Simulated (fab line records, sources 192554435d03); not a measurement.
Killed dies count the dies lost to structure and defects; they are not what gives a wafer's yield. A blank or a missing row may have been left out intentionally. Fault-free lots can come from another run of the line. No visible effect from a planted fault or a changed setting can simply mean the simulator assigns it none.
fab line records	flow n5_finfet
[record] lots = 24	wafers = 72	last_day = 17
route steps=1938 shown BEOL_M0_SAQP@700 BEOL_M0_CUTY@712 BEOL_M0@723
lots untouched by any fault: they come from a run of this same line in which no faults occurred
start_h: the number of hours between the record's first day and the start of the first shown wafer of the lot	wait_h: time in hours since the lot's previous step	" same as the row above	L1.1+2: one row covering several wafers at once	- no value, or no start given	* or withheld: withheld	< > ~ a bound
route shown NAME@n: NAME is a module with steps in the file, n the number in the route of the first one	usual: mean/standard deviation of fault-free wafers	same: alike in all rows	chamber/n: place in a boat	sites: readings site by site	_std_site: standard deviation across them	_edge_site: outer sites' mean less inner sites'	radius_mm: how far each site lies from the wafer's centre	mask NAME#n: copy n	behind: the last tool/chamber to shape the wafer	hold: the reason the lot was held/the length of the hold in hours/how it ended	device: which transistor (n, p or np) failed to switch	end of line: the tests these same wafers got at the end of their route	a step without rows: its recipe alone	killed: dies that structure and defects cost at the first sort, which is not the same as the wafer's yield	map: per-die view of a wafer (x killed, . not killed, _ where there is no die)
set.NAME: the setting as run; set.NAME@STEP: as run at that earlier step	model.NAME: the simulator's own value behind a step, which no gauge read
steps of the route over a sample of lots; a table a step, a row a wafer
services: the hour from which a tool's chamber was out of use, counted from the record's first day as start_h (under 0 if before that day), plus the number of hours and why
[[steps]]
[step N5_BEOL_M0_SAQP_STRIP_75]
[recipe] chemistry = CF4	resist = SiARC	power_w = 300	bias_power_w = 75	pressure_mtorr = 50	cf4_flow_sccm = 150	rf_frequency_hz = 6e+07
[usual] drypump_motor_current_A = 5.6/0.47	oes_product_au = 0.182/0.024	rf_fwd_power_W = 294.0/1.7	rf_vpp_V = 271.0/1.5	showerhead_plenum_p_Torr = 1.78/0.059	throttle_valve_pct = 13.48/0.29
lot.wafer	tool	chamber	start_h	wait_h	drypump_motor_current_A	oes_product_au	rf_fwd_power_W	rf_hours_counter_h	rf_vpp_V	showerhead_plenum_p_Torr	throttle_valve_pct
L074.4	rie_diel-03	3	117.10	0.1	5.4	0.167	297.2	237	271.5	1.77	13.93
L074.5	"	0	"	"	5.6	0.162	295.9	-	269.9	1.78	13.82
L074.6	"	1	"	"	4.9	0.199	291.6	-	274.6	1.90	13.62
L075.2	rie_diel-04	3	125.73	0.1	6.1	0.186	292.5	108	269.9	1.75	13.61
L075.3	"	0	"	"	5.1	0.165	293.7	191	269.5	1.71	13.53
L075.4	"	1	"	"	5.0	0.171	293.5	151	269.8	1.73	13.57
L076.1	rie_diel-05	0	130.32	0.1	5.6	0.214	292.3	27	270.9	1.82	13.00
L076.3	"	1	"	"	5.8	0.167	297.6	221	270.5	1.69	13.51
L076.4	"	2	"	"	5.7	0.156	293.2	221	271.1	1.85	13.48
L077.2	rie_diel-05	3	132.39	0.1	5.0	0.159	294.7	235	270.8	1.76	13.39
L077.4	"	2	"	"	5.7	0.154	294.0	222	273.2	1.85	13.49
L077.5	"	0	"	"	5.5	0.217	291.4	-	272.8	1.82	13.01
L078.1	rie_diel-04	0	143.51	0.1	5.1	0.167	294.2	197	270.1	1.71	13.54
L078.2	"	3	"	"	6.1	0.183	292.7	116	269.3	1.75	13.64
L078.4	"	2	"	"	6.3	0.165	294.0	207	271.0	1.79	13.93
L079.2	rie_diel-04	3	146.70	0.1	6.1	0.172	293.7	116	269.5	1.75	13.65
L079.3	"	1	"	"	5.0	0.168	293.3	157	268.3	1.72	13.57
L079.5	"	2	"	"	6.3	0.163	295.8	-	271.2	1.79	13.93
L080.1	rie_diel-04	3	154.28	0.1	6.0	0.177	293.1	118	268.5	1.75	13.65
L080.5	"	2	"	"	6.3	0.164	295.2	-	271.3	1.78	13.93
L080.6	"	1	"	"	5.0	0.163	292.3	-	270.0	1.72	13.58
L081.2	rie_diel-03	1	157.27	0.1	4.9	0.206	293.6	35	272.1	1.90	13.66
L081.3	"	0	"	"	5.6	0.160	294.2	236	269.8	1.77	13.85
L081.5	"	3	"	"	5.4	0.162	295.8	-	269.6	1.77	13.97
L082.1	rie_diel-03	1	169.00	0.1	4.9	0.202	293.4	40	272.9	1.90	13.68
L082.4	"	2	"	"	6.6	0.176	292.6	-	273.2	1.84	13.48
L082.6	"	0	"	"	5.7	0.160	295.9	-	271.3	1.77	13.86
L083.1	rie_diel-04	1	172.74	0.1	5.0	0.171	291.5	166	270.4	1.72	13.59
L083.2	"	3	"	"	6.1	0.176	291.9	123	271.0	1.74	13.65
L083.5	"	0	"	"	5.1	0.161	293.5	-	270.2	1.71	13.57
L084.1	rie_diel-03	2	182.13	0.1	6.6	0.174	292.8	157	273.7	1.84	13.50
L084.2	"	1	"	"	4.9	0.195	292.6	46	273.1	1.89	13.68
L084.4	"	0	"	"	5.6	0.161	294.2	246	270.8	1.77	13.88
L085.2	rie_diel-05	2	186.86	0.1	5.7	0.150	291.8	240	272.4	1.85	13.53
L085.5	"	2	"	"	5.7	0.154	294.5	-	273.2	1.85	13.54
L085.6	"	1	"	"	5.8	0.161	296.2	-	268.9	1.68	13.54
L086.1	rie_diel-04	3	191.38	0.1	6.1	0.177	294.3	130	269.3	1.74	13.68
L086.3	"	1	"	"	5.0	0.168	293.3	170	269.6	1.72	13.60
L086.4	"	2	"	"	6.3	0.164	295.6	221	272.5	1.78	13.95
L087.3	rie_diel-05	2	193.58	0.1	5.7	0.151	292.3	243	272.9	1.85	13.54
L087.4	"	1	"	"	5.8	0.163	295.3	-	269.5	1.68	13.56
L087.6	"	0	"	"	5.5	0.200	292.6	-	270.0	1.82	13.06
L088.3	rie_diel-05	2	198.20	0.1	5.6	0.153	293.3	245	271.6	1.85	13.54
L088.5	"	1	"	"	5.8	0.160	296.5	-	269.0	1.68	13.55
L088.6	"	0	"	"	5.5	0.206	293.3	-	269.9	1.82	13.07
L089.4	rie_diel-05	0	207.88	0.1	5.5	0.196	292.1	55	270.4	1.82	13.07
L089.5	"	2	"	"	5.7	0.145	293.7	-	271.2	1.85	13.56
L089.6	"	1	"	"	5.8	0.157	294.0	-	268.9	1.68	13.56
L090.3	rie_diel-05	1	210.39	0.1	5.8	0.161	294.5	250	268.8	1.68	13.56
L090.5	"	0	"	"	5.5	0.204	292.9	-	270.8	1.82	13.04
L090.6	"	1	"	"	5.8	0.161	295.6	-	268.8	1.68	13.58
L091.1	rie_diel-03	3	217.36	0.1	5.4	0.216	295.4	13	270.7	1.77	13.41
L091.4	"	2	"	"	6.6	0.177	290.4	-	271.8	1.84	13.53
L091.5	"	3	"	"	5.5	0.209	297.9	-	270.9	1.77	13.40
L092.1	rie_diel-05	2	223.12	0.1	5.7	0.152	290.3	253	271.2	1.85	13.57
L092.3	"	3	"	"	5.0	0.217	294.9	6	270.3	1.75	12.88
L092.6	"	2	"	"	5.7	0.150	291.8	-	271.2	1.85	13.56
L093.2	rie_diel-03	1	231.15	0.1	4.9	0.189	291.9	64	273.4	1.89	13.72
L093.4	"	0	"	"	5.7	0.218	294.4	3	272.1	1.77	13.32
L093.6	"	0	"	"	5.7	0.217	295.5	-	270.4	1.77	13.32
L094.1	rie_diel-05	2	232.08	0.1	5.7	0.147	290.6	257	272.6	1.84	13.56
L094.2	"	0	"	"	5.5	0.200	292.7	63	272.6	1.81	13.07
L094.6	"	3	"	"	5.0	0.221	294.1	-	271.3	1.75	12.88
L095.1	rie_diel-03	1	237.40	0.1	4.9	0.194	292.7	66	273.6	1.89	13.72
L095.5	"	0	"	"	5.6	0.214	296.3	-	269.5	1.77	13.34
L095.6	"	3	"	"	5.4	0.213	295.8	-	270.7	1.77	13.42
L096.1	rie_diel-05	1	244.40	0.1	5.8	0.231	295.7	1	273.9	1.89	12.98
L096.2	"	0	"	"	5.5	0.200	293.0	67	271.2	1.81	13.10
L096.6	"	1	"	"	5.8	0.224	296.7	-	274.2	1.89	12.99
L097.1	rie_diel-03	3	248.47	0.1	5.4	0.215	297.0	22	269.2	1.76	13.43
L097.3	"	0	"	"	5.7	0.216	296.6	-	271.7	1.77	13.34
L097.5	"	3	"	"	5.4	0.206	297.3	-	271.6	1.76	13.43
[step N5_BEOL_M0_CUTY_ETCH_62]
[recipe] chemistry = CF4	target = SiARC	mask_material = CAR-ArF-block	time_s = 58.5	ion_energy_ev = 80	pressure_mtorr = 40	source_w = 545	bias_w = 36	Ar_flow_sccm = 100	cf4_flow_sccm = 100	ends = cleared
[usual] drypump_motor_current_A = 5.6/0.48	etch_rf_on_time_s = 58.2/0.95	oes_product_au = 0.70/0.057	rf_fwd_power_W = 537.2/2.8	rf_vpp_V = 184.1/1.1	showerhead_plenum_p_Torr = 2.15/0.072	throttle_valve_pct = 15.56/0.2
lot.wafer	tool	chamber	start_h	wait_h	drypump_motor_current_A	etch_rf_on_time_s	oes_product_au	rf_fwd_power_W	rf_hours_counter_h	rf_vpp_V	showerhead_plenum_p_Torr	throttle_valve_pct
L074.4	rie_diel-01	0	117.63	0.0	6.1	57.2	0.63	533.5	200	182.6	2.05	15.86
L074.5	"	1	"	"	5.3	58.9	0.61	537.3	-	184.1	2.14	15.77
L074.6	"	0	"	"	6.1	57.6	0.63	534.6	-	182.7	2.05	15.87
L075.2	rie_diel-01	0	127.41	0.0	6.1	57.1	0.63	538.2	205	183.0	2.05	15.89
L075.3	"	3	"	"	5.7	59.3	0.76	541.7	16	182.4	2.09	15.48
L075.4	"	1	"	"	5.3	58.4	0.61	538.3	195	183.6	2.14	15.79
L076.1	rie_diel-02	2	131.86	0.0	5.7	57.9	0.72	534.5	64	185.9	2.25	15.37
L076.3	"	0	"	"	5.8	57.7	0.76	538.2	26	184.6	2.19	15.28
L076.4	"	3	"	"	4.8	58.6	0.72	540.5	56	184.5	2.08	15.65
L077.2	rie_diel-01	3	133.93	0.0	5.7	59.8	0.75	537.1	20	183.9	2.09	15.50
L077.4	"	0	"	"	6.1	56.9	0.63	536.4	209	181.6	2.05	15.90
L077.5	"	3	"	"	5.7	59.2	0.76	536.7	-	182.5	2.09	15.50
L078.1	rie_diel-02	1	144.03	0.0	5.6	57.4	0.74	535.0	50	183.9	2.18	15.34
L078.2	"	0	"	"	5.8	57.7	0.76	539.4	31	184.5	2.19	15.27
L078.4	"	3	"	"	4.8	58.6	0.71	541.9	60	183.0	2.08	15.67
L079.2	rie_diel-06	3	147.09	0.0	5.1	57.6	0.75	539.3	40	184.3	2.25	15.44
L079.3	"	2	"	"	5.4	58.3	0.77	539.5	22	184.8	2.26	15.52
L079.5	"	2	"	"	5.4	58.5	0.78	539.2	-	184.9	2.26	15.53
L080.1	rie_diel-06	1	154.80	0.0	6.7	59.3	0.69	537.1	100	184.9	2.07	15.64
L080.5	"	0	"	"	5.3	58.1	0.78	539.0	-	184.6	2.27	15.44
L080.6	"	1	"	"	6.7	59.8	0.68	536.2	-	182.7	2.07	15.63
L081.2	rie_diel-06	2	157.79	0.0	5.5	57.5	0.78	540.8	27	184.5	2.26	15.55
L081.3	"	0	"	"	5.3	57.7	0.78	541.0	12	185.2	2.27	15.45
L081.5	"	2	"	"	5.5	57.5	0.77	541.6	-	186.2	2.26	15.55
L082.1	rie_diel-01	3	169.52	0.0	5.7	59.9	0.72	538.4	35	183.2	2.08	15.54
L082.4	"	3	"	"	5.7	59.1	0.73	538.8	-	184.6	2.08	15.55
L082.6	"	1	"	"	5.3	58.7	0.59	540.0	-	184.7	2.13	15.81
L083.1	rie_diel-02	2	173.40	0.0	5.8	58.0	0.70	535.1	80	183.6	2.24	15.41
L083.2	"	1	"	"	5.6	56.8	0.72	531.7	61	184.6	2.18	15.38
L083.5	"	0	"	"	5.8	58.1	0.73	536.0	-	184.3	2.18	15.28
L084.1	rie_diel-01	2	182.65	0.0	6.4	58.5	0.82	537.5	1	183.0	2.10	15.39
L084.2	"	3	"	"	5.7	60.0	0.72	539.5	42	184.4	2.08	15.55
L084.4	"	1	"	"	5.3	59.1	0.58	537.6	220	183.1	2.13	15.82
L085.2	rie_diel-02	2	187.63	0.0	5.7	57.6	0.69	534.5	85	185.7	2.24	15.42
L085.5	"	3	"	"	4.7	58.6	0.71	538.9	-	183.6	2.08	15.71
L085.6	"	2	"	"	5.7	57.6	0.69	534.5	-	185.4	2.24	15.41
L086.1	rie_diel-01	0	191.77	0.0	6.1	58.0	0.61	539.1	235	182.7	2.04	15.93
L086.3	"	2	"	"	6.3	59.2	0.80	536.0	4	185.1	2.10	15.40
L086.4	"	3	"	"	5.7	60.1	0.71	537.2	46	184.2	2.08	15.56
L087.3	rie_diel-02	2	194.52	0.0	5.7	57.2	0.70	536.2	87	186.0	2.24	15.42
L087.4	"	3	"	"	4.7	58.1	0.70	534.4	79	184.8	2.08	15.71
L087.6	"	1	"	"	5.6	56.5	0.72	533.2	-	185.2	2.17	15.39
L088.3	rie_diel-02	0	199.01	0.0	5.8	57.4	0.73	538.8	49	184.7	2.18	15.32
L088.5	"	2	"	"	5.7	57.9	0.69	537.2	-	184.8	2.24	15.44
L088.6	"	1	"	"	5.6	56.7	0.72	533.8	-	183.8	2.17	15.40
L089.4	rie_diel-02	2	208.59	0.0	5.7	58.0	0.69	537.1	92	183.8	2.24	15.43
L089.5	"	0	"	"	5.8	58.0	0.72	535.4	-	186.1	2.18	15.33
L089.6	"	1	"	"	5.6	56.7	0.72	530.5	-	185.5	2.17	15.41
L090.3	rie_diel-02	1	210.93	0.0	5.6	57.1	0.71	532.2	75	184.9	2.17	15.38
L090.5	"	1	"	"	5.6	56.8	0.71	532.7	-	184.5	2.17	15.41
L090.6	"	0	"	"	5.8	57.5	0.73	540.4	-	184.2	2.18	15.33
L091.1	rie_diel-01	1	217.98	0.0	5.3	59.3	0.59	537.5	232	182.8	2.12	15.88
L091.4	"	0	"	"	6.1	57.0	0.61	535.2	244	183.5	2.04	15.95
L091.5	"	2	"	"	6.4	58.7	0.78	533.5	-	182.9	2.10	15.38
L092.1	rie_diel-06	0	223.51	0.0	5.3	59.3	0.74	540.5	35	186.5	2.26	15.47
L092.3	"	3	"	"	5.2	57.8	0.72	541.2	66	184.3	2.24	15.47
L092.6	"	2	"	"	5.4	57.9	0.73	539.8	-	185.6	2.25	15.58
L093.2	rie_diel-01	3	231.67	0.0	5.7	60.0	0.69	541.6	59	181.3	2.08	15.59
L093.4	"	0	"	"	6.1	57.6	0.60	534.5	248	182.0	2.04	15.98
L093.6	"	1	"	"	5.3	59.8	0.58	540.9	-	182.6	2.12	15.86
L094.1	rie_diel-02	3	232.50	0.0	4.7	58.6	0.68	537.3	94	184.8	2.07	15.74
L094.2	"	0	"	"	5.8	57.7	0.70	538.1	63	184.5	2.18	15.34
L094.6	"	0	"	"	5.8	58.1	0.71	539.9	-	183.4	2.18	15.36
L095.1	rie_diel-06	2	237.91	0.0	5.4	57.8	0.74	539.4	54	185.2	2.25	15.60
L095.5	"	0	"	"	5.3	58.4	0.73	539.6	-	184.9	2.26	15.50
L095.6	"	1	"	"	6.7	59.3	0.67	539.1	-	184.1	2.06	15.70
L096.1	rie_diel-02	3	244.91	0.0	4.8	59.0	0.68	536.9	98	183.9	2.07	15.75
L096.2	"	0	"	"	5.8	58.5	0.70	535.7	68	185.1	2.18	15.35
L096.6	"	0	"	"	5.8	57.9	0.70	536.0	-	184.2	2.17	15.35
L097.1	rie_diel-02	1	249.01	0.0	5.6	58.1	0.68	533.0	88	183.3	2.17	15.44
L097.3	"	0	"	"	5.8	58.2	0.70	536.4	70	184.7	2.17	15.37
L097.5	"	1	"	"	5.6	57.7	0.69	534.2	-	183.3	2.17	15.44
[step N5_BEOL_M0_OCD_MEAS_108]
[usual] trench_depth_nm = 32.7/0.51
lot.wafer	tool	chamber	start_h	wait_h	trench_depth_nm
L074.4	ocd-02	-	120.20	0.1	32.7
L074.5	"	-	"	"	32.9
L074.6	"	-	"	"	32.9
L075.2	ocd-02	-	129.89	0.1	32.1
L075.3	"	-	"	"	33.1
L075.4	"	-	"	"	31.9
L076.1	ocd-02	-	134.03	0.1	33.0
L076.3	"	-	"	"	33.5
L076.4	"	-	"	"	33.3
L077.2	ocd-02	-	136.81	0.1	33.7
L077.4	"	-	"	"	33.4
L077.5	"	-	"	"	32.9
L078.1	ocd-02	-	144.80	0.1	32.8
L078.2	"	-	"	"	33.4
L078.4	"	-	"	"	32.6
L079.2	ocd-02	-	148.46	0.1	32.4
L079.3	"	-	"	"	32.6
L079.5	"	-	"	"	32.8
L080.1	ocd-02	-	155.72	0.1	32.6
L080.5	"	-	"	"	31.9
L080.6	"	-	"	"	33.1
L081.2	ocd-01	-	161.28	0.1	32.5
L081.3	"	-	"	"	32.4
L081.5	"	-	"	"	32.3
L082.1	ocd-02	-	172.96	0.1	32.8
L082.4	"	-	"	"	33.0
L082.6	"	-	"	"	32.3
L083.1	ocd-01	-	174.33	0.1	32.7
L083.2	"	-	"	"	33.4
L083.5	"	-	"	"	33.3
L084.1	ocd-01	-	184.26	0.1	32.6
L084.2	"	-	"	"	32.7
L084.4	"	-	"	"	32.5
L085.2	ocd-01	-	188.98	0.1	32.6
L085.5	"	-	"	"	31.8
L085.6	"	-	"	"	32.4
L086.1	ocd-01	-	192.83	0.1	33.5
L086.3	"	-	"	"	32.7
L086.4	"	-	"	"	32.5
L087.3	ocd-02	-	195.81	0.1	34.0
L087.4	"	-	"	"	34.2
L087.6	"	-	"	"	32.6
L088.3	ocd-01	-	204.53	0.1	32.6
L088.5	"	-	"	"	31.9
L088.6	"	-	"	"	32.9
L089.4	ocd-01	-	211.46	0.1	33.3
L089.5	"	-	"	"	32.7
L089.6	"	-	"	"	33.2
L090.3	ocd-01	-	212.47	0.1	33.0
L090.5	"	-	"	"	32.6
L090.6	"	-	"	"	33.5
L091.1	ocd-02	-	219.87	0.1	32.4
L091.4	"	-	"	"	32.5
L091.5	"	-	"	"	32.9
L092.1	ocd-02	-	225.57	0.1	31.7
L092.3	"	-	"	"	33.0
L092.6	"	-	"	"	32.5
L093.2	ocd-01	-	232.68	0.1	32.0
L093.4	"	-	"	"	32.7
L093.6	"	-	"	"	32.1
L094.1	ocd-01	-	236.66	0.1	32.8
L094.2	"	-	"	"	32.4
L094.6	"	-	"	"	32.6
L095.1	ocd-02	-	239.42	0.1	33.2
L095.5	"	-	"	"	33.7
L095.6	"	-	"	"	32.6
L096.1	ocd-01	-	247.99	0.1	32.4
L096.2	"	-	"	"	32.6
L096.6	"	-	"	"	32.2
L097.1	ocd-02	-	250.16	0.1	32.3
L097.3	"	-	"	"	32.2
L097.5	"	-	"	"	32.9
[step N5_BEOL_M0_ANNEAL_135]
[recipe] temp_c = 400	time_s = 60	ambient = vacuum
[usual] heater_power_w = 821/68	susceptor_temp_C = 400.02/0.23
lot.wafer	tool	chamber	start_h	wait_h	heater_power_w	susceptor_temp_C
L074.4	pvd_sputter-02	-	123.30	0.0	822	400.13
L074.5	"	-	"	"	874	399.93
L074.6	"	-	"	"	795	400.04
L075.2	pvd_sputter-01	-	132.63	0.0	715	400.35
L075.3	"	-	"	"	870	400.12
L075.4	"	-	"	"	852	400.07
L076.1	pvd_sputter-03	-	136.18	0.0	863	400.05
L076.3	"	-	"	"	750	400.12
L076.4	"	-	"	"	817	400.54
L077.2	pvd_sputter-03	-	138.34	0.0	830	399.99
L077.4	"	-	"	"	761	400.36
L077.5	"	-	"	"	752	400.02
L078.1	pvd_sputter-02	-	148.18	0.0	900	400.23
L078.2	"	-	"	"	853	399.76
L078.4	"	-	"	"	818	400.23
L079.2	pvd_sputter-03	-	150.36	0.0	742	399.88
L079.3	"	-	"	"	810	400.03
L079.5	"	-	"	"	894	400.43
L080.1	pvd_sputter-02	-	158.32	0.0	788	400.02
L080.5	"	-	"	"	813	400.06
L080.6	"	-	"	"	840	400.48
L081.2	pvd_sputter-01	-	163.64	0.0	909	400.04
L081.3	"	-	"	"	874	399.96
L081.5	"	-	"	"	893	400.27
L082.1	pvd_sputter-03	-	174.74	0.0	830	400.16
L082.4	"	-	"	"	861	400.20
L082.6	"	-	"	"	819	399.94
L083.1	pvd_sputter-02	-	176.55	0.0	793	400.04
L083.2	"	-	"	"	801	400.22
L083.5	"	-	"	"	818	400.53
L084.1	pvd_sputter-01	-	186.11	0.0	708	399.87
L084.2	"	-	"	"	882	399.83
L084.4	"	-	"	"	865	400.24
L085.2	pvd_sputter-02	-	191.64	0.0	911	400.09
L085.5	"	-	"	"	850	399.89
L085.6	"	-	"	"	822	399.96
L086.1	pvd_sputter-01	-	194.48	0.0	874	399.88
L086.3	"	-	"	"	912	400.20
L086.4	"	-	"	"	852	399.55
L087.3	pvd_sputter-01	-	198.15	0.0	905	399.66
L087.4	"	-	"	"	838	399.77
L087.6	"	-	"	"	891	399.87
L088.3	pvd_sputter-01	-	206.25	0.0	881	399.78
L088.5	"	-	"	"	684	399.67
L088.6	"	-	"	"	864	400.19
L089.4	pvd_sputter-02	-	213.08	0.0	808	399.95
L089.5	"	-	"	"	811	400.12
L089.6	"	-	"	"	850	399.89
L090.3	pvd_sputter-02	-	214.12	0.0	820	400.24
L090.5	"	-	"	"	825	399.95
L090.6	"	-	"	"	893	400.02
L091.1	pvd_sputter-01	-	221.89	0.0	709	399.82
L091.4	"	-	"	"	872	399.43
L091.5	"	-	"	"	891	399.89
L092.1	pvd_sputter-03	-	226.67	0.0	630	400.00
L092.3	"	-	"	"	745	399.82
L092.6	"	-	"	"	745	399.90
L093.2	pvd_sputter-01	-	234.12	0.0	714	400.05
L093.4	"	-	"	"	912	400.14
L093.6	"	-	"	"	911	399.66
L094.1	pvd_sputter-01	-	239.02	0.0	878	399.61
L094.2	"	-	"	"	884	399.98
L094.6	"	-	"	"	882	400.15
L095.1	pvd_sputter-02	-	242.32	0.0	791	400.32
L095.5	"	-	"	"	796	399.97
L095.6	"	-	"	"	810	400.47
L096.1	pvd_sputter-02	-	251.01	0.0	896	399.79
L096.2	"	-	"	"	796	399.70
L096.6	"	-	"	"	824	400.00
L097.1	pvd_sputter-02	-	254.20	0.0	800	399.99
L097.3	"	-	"	"	803	400.36
L097.5	"	-	"	"	809	399.84
[step N5_BEOL_M0_ANNEAL_119]
[recipe] temp_c = 225	time_s = 90	ambient = N2
[usual] wafer_temp_C_max = 225.71/0.22
lot.wafer	tool	chamber	start_h	wait_h	wafer_temp_C_max
L074.4	rtp_anneal-02	0	123.85	0.4	225.56
L074.5	"	0	"	"	226.17
L074.6	"	0	"	"	225.90
L075.2	rtp_anneal-01	0	133.01	0.2	225.70
L075.3	"	0	"	"	225.67
L075.4	"	0	"	"	225.31
L076.1	rtp_anneal-02	0	136.41	0.1	225.46
L076.3	"	0	"	"	225.51
L076.4	"	0	"	"	225.37
L077.2	rtp_anneal-02	0	138.62	0.1	226.00
L077.4	"	0	"	"	225.54
L077.5	"	0	"	"	225.54
L078.1	rtp_anneal-02	0	148.41	0.1	225.67
L078.2	"	0	"	"	225.80
L078.4	"	0	"	"	226.04
L079.2	rtp_anneal-02	0	150.64	0.1	225.77
L079.3	"	0	"	"	225.59
L079.5	"	0	"	"	225.74
L080.1	rtp_anneal-01	0	159.20	0.7	225.73
L080.5	"	0	"	"	225.84
L080.6	"	0	"	"	225.77
L081.2	rtp_anneal-01	0	163.96	0.2	225.52
L081.3	"	0	"	"	225.52
L081.5	"	0	"	"	225.47
L082.1	rtp_anneal-02	0	174.97	0.1	226.03
L082.4	"	0	"	"	225.63
L082.6	"	0	"	"	225.51
L083.1	rtp_anneal-02	0	176.90	0.2	225.58
L083.2	"	0	"	"	225.82
L083.5	"	0	"	"	225.75
L084.1	rtp_anneal-02	0	186.35	0.1	226.17
L084.2	"	0	"	"	225.82
L084.4	"	0	"	"	225.97
L085.2	rtp_anneal-02	0	192.05	0.2	225.53
L085.5	"	0	"	"	225.85
L085.6	"	0	"	"	225.85
L086.1	rtp_anneal-01	0	194.71	0.1	225.77
L086.3	"	0	"	"	225.50
L086.4	"	0	"	"	225.80
L087.3	rtp_anneal-01	0	198.48	0.1	225.96
L087.4	"	0	"	"	225.87
L087.6	"	0	"	"	225.67
L088.3	rtp_anneal-01	0	206.57	0.1	225.51
L088.5	"	0	"	"	225.49
L088.6	"	0	"	"	225.29
L089.4	rtp_anneal-01	0	213.50	0.2	225.82
L089.5	"	0	"	"	225.72
L089.6	"	0	"	"	225.76
L090.3	rtp_anneal-02	0	214.45	0.1	225.41
L090.5	"	0	"	"	225.38
L090.6	"	0	"	"	225.46
L091.1	rtp_anneal-02	0	222.15	0.1	225.45
L091.4	"	0	"	"	226.16
L091.5	"	0	"	"	225.95
L092.1	rtp_anneal-01	0	227.10	0.2	225.32
L092.3	"	0	"	"	225.62
L092.6	"	0	"	"	225.53
L093.2	rtp_anneal-02	0	234.40	0.1	225.68
L093.4	"	0	"	"	226.04
L093.6	"	0	"	"	225.77
L094.1	rtp_anneal-01	0	239.25	0.1	225.44
L094.2	"	0	"	"	225.71
L094.6	"	0	"	"	225.48
L095.1	rtp_anneal-02	0	242.61	0.1	226.26
L095.5	"	0	"	"	226.00
L095.6	"	0	"	"	225.89
L096.1	rtp_anneal-02	0	251.25	0.1	226.36
L096.2	"	0	"	"	225.93
L096.6	"	0	"	"	225.96
L097.1	rtp_anneal-02	0	254.45	0.1	225.51
L097.3	"	0	"	"	225.96
L097.5	"	0	"	"	225.58
[step N5_BEOL_M0_PRE_CLEAN_131]
[recipe] gas = NH3/H2	time_s = 15	temp_c = *	rf_power_w = 300
[usual] heater_power_w = 85/18	rf_fwd_power_W = 296.1/1.2	susceptor_temp_C = *
lot.wafer	tool	chamber	start_h	wait_h	heater_power_w	rf_fwd_power_W	susceptor_temp_C
L074.4	cvd_co-02	1	124.37	0.1	52	294.7	*
L074.5	"	0	"	"	86	296.0	*
L074.6	"	2	"	"	81	297.8	*
L075.2	cvd_co-02	0	133.64	0.0	86	297.7	*
L075.3	"	1	"	"	52	294.7	*
L075.4	"	2	"	"	83	295.5	*
L076.1	cvd_co-02	0	137.12	0.1	87	297.4	*
L076.3	"	2	"	"	80	295.0	*
L076.4	"	2	"	"	80	295.6	*
L077.2	cvd_co-01	2	139.21	0.0	88	295.6	*
L077.4	"	2	"	"	89	295.1	*
L077.5	"	1	"	"	110	297.7	*
L078.1	cvd_co-02	1	149.04	0.0	52	294.4	*
L078.2	"	0	"	"	89	296.7	*
L078.4	"	0	"	"	90	296.8	*
L079.2	cvd_co-02	1	151.22	0.0	52	296.2	*
L079.3	"	2	"	"	84	295.7	*
L079.5	"	1	"	"	52	294.5	*
L080.1	cvd_co-02	1	159.87	0.0	53	293.4	*
L080.5	"	2	"	"	82	296.8	*
L080.6	"	1	"	"	53	292.2	*
L081.2	cvd_co-01	2	164.55	0.0	87	295.9	*
L081.3	"	0	"	"	83	297.4	*
L081.5	"	0	"	"	83	298.0	*
L082.1	cvd_co-01	0	175.60	0.0	83	295.4	*
L082.4	"	1	"	"	111	296.5	*
L082.6	"	2	"	"	87	297.1	*
L083.1	cvd_co-02	0	177.60	0.1	88	298.0	*
L083.2	"	1	"	"	51	294.8	*
L083.5	"	2	"	"	85	295.8	*
L084.1	cvd_co-01	1	186.98	0.0	113	296.7	*
L084.2	"	2	"	"	92	295.7	*
L084.4	"	0	"	"	83	296.1	*
L085.2	cvd_co-01	2	192.73	0.0	90	293.8	*
L085.5	"	2	"	"	86	296.8	*
L085.6	"	0	"	"	84	297.3	*
L086.1	cvd_co-02	2	195.34	0.0	81	296.9	*
L086.3	"	0	"	"	89	295.8	*
L086.4	"	1	"	"	51	293.8	*
L087.3	cvd_co-01	1	199.03	0.0	113	298.1	*
L087.4	"	1	"	"	110	297.3	*
L087.6	"	2	"	"	89	295.3	*
L088.3	cvd_co-02	1	207.11	0.0	51	294.2	*
L088.5	"	1	"	"	51	294.6	*
L088.6	"	2	"	"	84	297.2	*
L089.4	cvd_co-02	0	214.02	0.1	90	297.7	*
L089.5	"	2	"	"	83	295.5	*
L089.6	"	1	"	"	53	296.1	*
L090.3	cvd_co-01	2	214.98	0.0	91	296.4	*
L090.5	"	2	"	"	90	295.8	*
L090.6	"	0	"	"	83	296.9	*
L091.1	cvd_co-01	2	222.78	0.0	91	297.0	*
L091.4	"	1	"	"	112	297.6	*
L091.5	"	2	"	"	89	296.8	*
L092.1	cvd_co-01	2	227.74	0.0	91	295.5	*
L092.3	"	0	"	"	84	296.4	*
L092.6	"	0	"	"	82	297.4	*
L093.2	cvd_co-02	1	234.98	0.0	53	293.9	*
L093.4	"	2	"	"	82	295.7	*
L093.6	"	0	"	"	90	295.9	*
L094.1	cvd_co-01	0	239.88	0.0	85	295.2	*
L094.2	"	1	"	"	115	298.0	*
L094.6	"	0	"	"	84	295.6	*
L095.1	cvd_co-02	0	243.25	0.0	89	298.3	*
L095.5	"	0	"	"	88	298.9	*
L095.6	"	2	"	"	82	295.9	*
L096.1	cvd_co-01	1	251.87	0.0	113	298.3	*
L096.2	"	2	"	"	91	296.5	*
L096.6	"	0	"	"	84	295.8	*
L097.1	cvd_co-01	0	255.09	0.0	83	296.0	*
L097.3	"	1	"	"	114	297.5	*
L097.5	"	1	"	"	114	297.3	*
[[services]]
tool	chamber	start_h	hours	kind
rie_diel-06	-	104.51	28.1	pm
cvd_co-02	-	105.37	0.8	repair
cvd_co-01	1	114.67	-	clean
cvd_co-01	1	114.67	22.0	scheduled_down
cvd_co-01	1	114.67	22.0	vent_cycle
cvd_co-01	-	133.27	2.8	pm
rie_diel-02	0	145.20	4.2	repair
rie_diel-01	2	155.86	-	clean
rie_diel-01	2	155.86	-	consumable_replace:focus_ring
rie_diel-01	2	155.86	24.8	scheduled_down
rie_diel-01	2	155.86	24.8	vent_cycle
rie_diel-05	3	180.01	-	clean
rie_diel-05	3	180.01	-	consumable_replace:focus_ring
rie_diel-04	1	183.48	4.8	repair
rie_diel-05	1	212.43	-	clean
rie_diel-05	1	212.43	-	consumable_replace:focus_ring
rie_diel-05	1	212.43	-	consumable_replace:showerhead
rie_diel-05	1	212.43	30.8	scheduled_down
rie_diel-05	1	212.43	30.8	vent_cycle
rie_diel-06	3	219.51	1.4	repair
rie_diel-05	2	243.42	-	clean
rie_diel-05	2	243.42	-	consumable_replace:focus_ring
rie_diel-05	2	243.42	18.1	scheduled_down
rie_diel-05	2	243.42	18.1	vent_cycle
[[key]]
fault none
